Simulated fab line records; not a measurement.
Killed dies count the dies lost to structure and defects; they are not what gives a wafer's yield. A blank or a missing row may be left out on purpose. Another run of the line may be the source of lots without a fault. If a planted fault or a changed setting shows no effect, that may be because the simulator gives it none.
The tool behind it: which one?    flow nandHarc    14 lots with 40 wafers sampled at 4 steps, on a route of 1159 steps

## WHAT EACH GAUGE READ, for each wafer
NHARC_A_SOURCE_PLATE_INSPECT_08. Usual: rawDefectCount at 59, with a standard deviation of 24.
lot   measured      on                rawDefectCount  flag
L851  day 7 08:12   defectInspect-01  71 40 45        
L852  day 7 08:12   defectInspect-02  51 34 42        
L853  day 8 07:10   defectInspect-02  41 93 63        
L854  day 8 07:10   defectInspect-01  21 44 24        
L856  day 8 07:11   defectInspect-01  53 44 62        
L855  day 8 16:01   defectInspect-01  40 43 40        
L858  day 9 06:13   defectInspect-02  95 137 66       
L857  day 9 06:13   defectInspect-01  52 64 42        
L860  day 9 22:56   defectInspect-02  68 99 64        
L861  day 10 04:46  defectInspect-01  81 94 60        
L864  day 11 09:49  defectInspect-01  53 54 68        
L863  day 11 09:49  defectInspect-02  49 33 35        
L868  day 11 17:56  defectInspect-01  71 57           
L873  day 12 21:38  defectInspect-01  81 32           

NHARC_A_ONON_D1_THK_MEAS_05: measures by ellipsometry. Usual: thkNm at 998 nm, with a standard deviation of 11.
lot   measured      on            thkNm (nm)      flag
L851  day 7 09:20   filmMetro-01  999 998 1000    
L852  day 7 09:20   filmMetro-01  1005 1003 1003  
L853  day 8 08:19   filmMetro-01  1002 1000 1004  
L854  day 8 08:19   filmMetro-02  1004 1007 1005  
L856  day 8 08:20   filmMetro-01  983 985 985     
L855  day 8 17:28   filmMetro-01  996 993 994     
L858  day 9 07:22   filmMetro-02  1011 1010 1009  
L857  day 9 07:22   filmMetro-01  1013 1013 1011  
L860  day 10 00:05  filmMetro-02  979 982 981     
L861  day 10 05:55  filmMetro-01  995 994 996     
L864  day 11 11:26  filmMetro-02  1000 1000 1000  
L863  day 11 11:18  filmMetro-01  990 991 990     
L868  day 11 19:05  filmMetro-01  882 971         OFF
L873  day 12 22:47  filmMetro-01  909 998         OFF

## WHICH TOOL RAN EACH LOT (tool, then ch and the chambers of the sampled wafers, then the start)
lot   NHARC_P_BONDPAD_DEGAS_25     NHARC_A_ONON_D1_DEP_03
L851  pvdSputter-01, day 6 00:18   pecvdOnon-03 ch 0, day 7 08:49
L852  pvdSputter-02, day 6 09:34   pecvdOnon-01 ch 0, day 7 08:50
L853  pvdSputter-02, day 7 06:25   pecvdOnon-03 ch 0, day 8 07:48
L854  pvdSputter-02, day 7 07:49   pecvdOnon-02 ch 0, day 8 07:49
L856  pvdSputter-01, day 7 08:31   pecvdOnon-01 ch 0, day 8 07:52
L855  pvdSputter-02, day 7 15:12   pecvdOnon-02 ch 0, day 8 17:02
L858  pvdSputter-01, day 8 05:14   pecvdOnon-03 ch 0, day 9 06:58
L857  pvdSputter-02, day 8 05:37   pecvdOnon-02 ch 0, day 9 06:55
L860  pvdSputter-03, day 8 22:01   pecvdOnon-01 ch 0, day 9 23:34
L861  pvdSputter-01, day 9 03:43   pecvdOnon-03 ch 0, day 10 05:24
L864  pvdSputter-02, day 10 08:58  pecvdOnon-01 ch 0, day 11 10:55
L863  pvdSputter-03, day 10 09:23  pecvdOnon-02 ch 0, day 11 10:47
L868  pvdSputter-02, day 10 20:48  pecvdOnon-01 ch 0, day 11 18:45
L873  pvdSputter-03, day 11 20:39  pecvdOnon-01 ch 0, day 12 22:16
- NHARC_P_BONDPAD_DEGAS_25: time 60 s.
- NHARC_A_ONON_D1_DEP_03: target thk 1000 nm.

## AS READ BY THE TOOLS THEMSELVES (means over the sampled wafers that have a number; for cases with no such wafer, the mark the record gives instead)
NHARC_P_BONDPAD_DEGAS_25. Usual: heaterPowerW at 467 W, with a standard deviation of 56.
lot   tool           heaterPowerW (W)  flag
L851  pvdSputter-01  524               
L852  pvdSputter-02  461               
L853  pvdSputter-02  488               
L854  pvdSputter-02  495               
L856  pvdSputter-01  508               
L855  pvdSputter-02  534               
L858  pvdSputter-01  484               
L857  pvdSputter-02  457               
L860  pvdSputter-03  431               
L861  pvdSputter-01  419               
L864  pvdSputter-02  499               
L863  pvdSputter-03  435               
L868  pvdSputter-02  523               
L873  pvdSputter-03  438               

## THE ANSWER, worked out from the rows above alone
Rule: lot off if the mean of its wafers having a number is beyond 3 standard deviations from the usual mean. A lot without any number at a reading at which 4 lots or more have one is off too. Where the step has rows for the other lots, those lots are counted as sound. The gauges are gone through in route order, then the tools' own readings, and for those a lot's mean is taken as printed above. At the first step where some lot is off, the reading lying furthest off is the one used; lots without a number count as furthest.
Off at NHARC_A_ONON_D1_THK_MEAS_05 (thkNm): L868, L873.
A tool fits if, at a process step before that reading, it ran every lot that is off, and no sound lot after the first of them. The gauges at NHARC_A_ONON_D1_THK_MEAS_05 are tried like those tools. 2 tools fit, pecvdOnon-01 at NHARC_A_ONON_D1_DEP_03 and filmMetro-01 at NHARC_A_ONON_D1_THK_MEAS_05, so this cannot tell which one it is.

## WHAT THE SIMULATOR HAD INSERTED
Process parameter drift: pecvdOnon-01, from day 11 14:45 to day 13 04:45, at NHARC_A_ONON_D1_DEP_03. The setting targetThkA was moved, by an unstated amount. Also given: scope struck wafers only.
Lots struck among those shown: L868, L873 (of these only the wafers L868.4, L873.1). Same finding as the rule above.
